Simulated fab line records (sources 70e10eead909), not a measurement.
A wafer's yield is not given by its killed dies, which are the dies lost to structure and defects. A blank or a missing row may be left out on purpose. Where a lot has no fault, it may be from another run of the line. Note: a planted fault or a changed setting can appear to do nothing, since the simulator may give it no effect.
The tool behind it: which one? ; flow nand_harc ; 21 wafers sampled from 7 lots at 1 step of a route of 1302

== WHAT THE GAUGES SHOWED, per wafer ==
NHARC_A_CONTACT_INSPECT_44.
lot;measured;on;raw_defect_count
L321;day 22 01:16;defect_inspect-01;105 102 98
L325;day 22 15:58;defect_inspect-01;62 63 72
L328;day 25 00:34;defect_inspect-02;27 39 36
L331;day 26 03:44;defect_inspect-01;100 80 91
L334;day 26 13:50;defect_inspect-01;68 62 62
L336;day 27 01:18;defect_inspect-02;102 91 102
L343;day 30 11:02;defect_inspect-02;98 102 119

== TOOL THAT RAN EACH LOT (tool first, then ch and the chambers of the sampled wafers, then the start) ==
There is no process step in the record ahead of these readings.

== THE ANSWER, worked out from the rows above alone ==
Rule: the usual values come from the lots themselves. Put in order of their means at a reading, lots are off if they are a third of the lots or fewer, leave a main group of 4 or more, and stand apart from it by a gap of 3 or more times the standard deviation of the main group's means; of several such gaps the widest counts. The tables above print the reading to a certain number of digits; a main group whose means all agree to those digits is not used. A lot without any number at a reading at which 4 lots or more have one is off too. The other lots that the step has rows for count as sound.
Across all readings shown, no lot is off: no conclusion can be drawn from this.

== WHAT WAS PUT IN BY THE SIMULATOR ==
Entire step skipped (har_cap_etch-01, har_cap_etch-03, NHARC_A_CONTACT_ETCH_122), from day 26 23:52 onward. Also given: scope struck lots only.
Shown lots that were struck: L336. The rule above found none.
